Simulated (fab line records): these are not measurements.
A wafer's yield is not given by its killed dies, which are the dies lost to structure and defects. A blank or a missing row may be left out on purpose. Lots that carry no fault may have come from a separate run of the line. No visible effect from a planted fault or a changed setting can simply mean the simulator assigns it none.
What tool caused it? ; flow nandHarc ; 12 lots with 36 wafers sampled at 5 steps, on a route of 1302 steps

== WHAT EACH GAUGE READ, for each wafer ==
NHARC_A_M1_THK_MEAS_24: measures by xrf. Usual: 154.1 nm for thkNm, sd 1.4.
lot;measured;on;thkNm (nm);flag
L101;day 23 13:19;filmMetro-01;157.3 154.8 154.4;
L100;day 23 11:58;filmMetro-01;154.2 156.5 153.7;
L102;day 23 23:49;filmMetro-01;152.8 152.0 153.3;
L105;day 24 15:55;filmMetro-01;154.6 153.5 152.7;
L106;day 25 14:45;filmMetro-02;154.8 155.1 153.8;
L107;day 25 21:37;filmMetro-01;152.4 153.8 155.8;
L110;day 26 18:10;filmMetro-02;154.3 151.3 153.0;
L112;day 27 23:08;filmMetro-02;152.9 155.8 154.2;
L115;day 29 07:53;filmMetro-01;152.7 153.7 153.6;
L114;day 28 23:19;filmMetro-01;155.3 155.1 154.9;
L119;day 30 13:37;filmMetro-01;155.9 152.7 154.9;
L121;day 31 21:34;filmMetro-02;154.0 152.5 152.5;

NHARC_END_SORT_01. Usual: killedAtArray 56, standard deviation 19; killedAtOther 1.0, standard deviation 1.3; killedAtPeriphery 3.8, standard deviation 2.2; killedDies 61, standard deviation 19; killedOpen 3.1, standard deviation 1.9; killedShort 2.3, standard deviation 1.5.
lot;measured;on;killedAtArray;killedAtOther;killedAtPeriphery;killedDies;killedOpen;killedShort;flag
L119;day 32 05:02;prober-01;154 151 126;0 2 0;5 4 3;159 157 129;4 2 2;1 1 1;OFF
L121;day 33 05:19;prober-02;127 120 96;1 0 1;0 1 6;128 121 103;2 9 2;2 2 1;OFF

== WHAT TOOL EACH LOT RAN ON (gives the tool, then ch and the chambers of the sampled wafers, and finally the start) ==
lot;NHARC_A_STAIRCASE_HM_OPEN_457;NHARC_A_M1_STRIP_18;NHARC_A_M1_DEP_33
L101;rieDiel-12 ch 0,2,3, day 16 15:04;rieDiel-01 ch 0,2,3, day 23 11:16;pecvd-01 ch 0,1,2, day 23 13:37
L100;rieDiel-04 ch 0,2,3, day 16 17:58;rieDiel-05 ch 0,1,3, day 23 09:34;pecvd-03 ch 0,1, day 23 12:26
L102;rieDiel-12 ch 0,2, day 17 13:26;rieDiel-07 ch 1,3, day 23 21:45;pecvd-01 ch 0,2, day 24 00:12
L105;rieDiel-12 ch 0,2, day 17 23:37;rieDiel-05 ch 1,2,3, day 24 13:52;pecvd-01 ch 0,2, day 24 16:19
L106;rieDiel-12 ch 1,2, day 18 19:55;rieDiel-07 ch 2, day 25 12:31;pecvd-01 ch 0,1, day 25 15:04
L107;rieDiel-02 ch 0,1,2, day 19 10:11;rieDiel-05 ch 0,1, day 25 19:34;pecvd-01 ch 0,2, day 25 22:01
L110;rieDiel-02 ch 0,2,3, day 20 14:02;rieDiel-01 ch 1,2, day 26 16:08;pecvd-01 ch 1,2, day 26 18:28
L112;rieDiel-12 ch 0,2,3, day 21 14:37;rieDiel-01 ch 0,1, day 27 21:06;pecvd-02 ch 0,1,2, day 27 23:26
L115;rieDiel-02 ch 2,3, day 22 15:29;rieDiel-01 ch 0,2, day 29 05:51;pecvd-02 ch 0,2, day 29 08:17
L114;rieDiel-04 ch 0,1, day 22 18:47;rieDiel-05 ch 0,2,3, day 28 21:19;pecvd-01 ch 0,1, day 28 23:40
L119;rieDiel-12 ch 0,1,2, day 23 19:00;rieDiel-05 ch 0,1,2, day 30 11:37;pecvd-01 ch 0,1,2, day 30 13:56
L121;rieDiel-12 ch 0,1,2, day 25 11:12;rieDiel-07 ch 1,3, day 31 19:32;pecvd-03 ch 0,1,2, day 31 21:56
- NHARC_A_STAIRCASE_HM_OPEN_457: chemistry O2/COS.
- NHARC_A_M1_STRIP_18: strips in N2/H2.
- NHARC_A_M1_DEP_33: deposits SiCN, target thk 30 nm.

== AS READ BY THE TOOLS THEMSELVES (means over the sampled wafers that have a number; for cases with no such wafer, the mark the record gives instead) ==
NHARC_A_STAIRCASE_HM_OPEN_457. Usual: value, then standard deviation, for each; biasW 299.9 W / 0.94; drypumpMotorCurrentA 5.9 A / 0.5; oesProductAu 1.001 a.u. / 0.011; rfFwdPowerW 499.1 W / 1.7; rfVppV 469 V / 3.1; showerheadPlenumPTorr 3.19 Torr / 0.13; throttleValvePct 28.330 % / 0.0088.
lot;tool;biasW (W);drypumpMotorCurrentA (A);oesProductAu (a.u.);rfFwdPowerW (W);rfVppV (V);showerheadPlenumPTorr (Torr);throttleValvePct (%);flag
L101;rieDiel-12;299.8;5.7;1.003;501.5;466;3.06;28.332;
L100;rieDiel-04;299.9;5.9;1.013;499.8;469;3.24;28.326;
L102;rieDiel-12;299.7;5.6;1.009;497.0;464;2.94;28.337;
L105;rieDiel-12;300.3;5.6;1.001;500.8;463;2.94;28.330;
L106;rieDiel-12;299.6;6.2;0.997;498.4;467;3.14;28.340;
L107;rieDiel-02;300.3;5.8;0.991;499.3;468;3.15;28.326;
L110;rieDiel-02;299.0;5.9;0.991;498.8;469;3.18;28.323;
L112;rieDiel-12;300.3;5.7;1.005;498.8;468;3.19;28.324;
L115;rieDiel-02;299.6;5.6;1.008;496.8;469;3.17;28.325;
L114;rieDiel-04;300.6;5.8;1.000;500.9;469;3.24;28.325;
L119;rieDiel-12;299.7;5.9;1.003;499.6;468;3.17;28.332;
L121;rieDiel-12;300.4;5.9;1.007;499.9;468;3.17;28.338;

NHARC_A_M1_STRIP_18. Usual: value, then standard deviation, for each; drypumpMotorCurrentA 5.6 A / 0.45; oesProductAu 1.003 a.u. / 0.008; powerW 1000.2 W / 3; rfFwdPowerW 997 W / 3.2; rfVppV 90.4 V / 0.88; showerheadPlenumPTorr 1.99 Torr / 0.087; throttleValvePct 14.170 % / 0.0092.
lot;tool;drypumpMotorCurrentA (A);oesProductAu (a.u.);powerW (W);rfFwdPowerW (W);rfVppV (V);showerheadPlenumPTorr (Torr);throttleValvePct (%);flag
L101;rieDiel-01;5.8;1.009;1000.8;998;90.3;2.02;14.172;
L100;rieDiel-05;5.4;0.988;998.8;996;90.2;1.98;14.170;
L102;rieDiel-07;6.0;0.998;999.9;1000;90.0;1.98;14.172;
L105;rieDiel-05;5.6;1.002;998.9;997;90.1;1.99;14.170;
L106;rieDiel-07;6.5;1.006;999.6;995;91.2;2.10;14.178;
L107;rieDiel-05;5.7;1.014;1001.9;996;90.1;1.96;14.177;
L110;rieDiel-01;5.3;1.008;1000.1;999;91.1;1.99;14.163;
L112;rieDiel-01;5.2;1.000;1001.0;992;90.3;1.95;14.173;
L115;rieDiel-01;5.7;1.006;1000.4;996;90.9;2.10;14.165;
L114;rieDiel-05;5.3;1.004;1001.4;995;90.1;1.98;14.171;
L119;rieDiel-05;5.5;1.007;1001.0;996;90.3;1.95;14.172;
L121;rieDiel-07;6.2;1.010;1000.1;997;90.7;1.97;14.173;

NHARC_A_M1_DEP_33. Usual: heaterPowerW 623 W, standard deviation 100; rfFwdPowerW 449.0 W, standard deviation 1.5; showerheadVppV 1302 V, standard deviation 64.
lot;tool;heaterPowerW (W);rfFwdPowerW (W);showerheadVppV (V);flag
L101;pecvd-01;669;450.2;1310;
L100;pecvd-03;657;451.0;1297;
L102;pecvd-01;522;448.2;1341;
L105;pecvd-01;567;450.3;1334;
L106;pecvd-01;698;449.1;1264;
L107;pecvd-01;557;449.4;1336;
L110;pecvd-01;715;447.4;1331;
L112;pecvd-02;622;448.0;1297;
L115;pecvd-02;743;450.0;1276;
L114;pecvd-01;707;449.8;1260;
L119;pecvd-01;566;447.6;1303;
L121;pecvd-03;589;449.0;1309;

== THE ANSWER, worked out from the rows above alone ==
Rule: a lot is off if the mean of its wafers that have a number lies more than 3 standard deviations from the usual mean. A lot without any number at a reading at which 4 lots or more have one is off too. Any other lot the step has rows for is counted as sound. After the gauges, taken in route order, come the tools' own readings; for these a lot's mean is taken, as printed above. The first step at which some lot is off is used, and at that step the reading that is off furthest; a lot without a number counts as furthest.
Off, at NHARC_END_SORT_01 on killedAtArray: L119, L121. Neither off nor sound, because the step has no rows for them: L101, L100, L102, L105, L106, L107, L110, L112, L115, L114.
If a tool, at a process step before that reading, ran all the lots that are off and no sound lot after the first of them, it fits. The gauges at NHARC_END_SORT_01 are tried like those tools. One candidate fits, namely rieDiel-12 at NHARC_A_STAIRCASE_HM_OPEN_457. It ran no sound lot before its first lot that is off in this sample, so the start can't be narrowed down.

== WHAT THE SIMULATOR PUT IN ==
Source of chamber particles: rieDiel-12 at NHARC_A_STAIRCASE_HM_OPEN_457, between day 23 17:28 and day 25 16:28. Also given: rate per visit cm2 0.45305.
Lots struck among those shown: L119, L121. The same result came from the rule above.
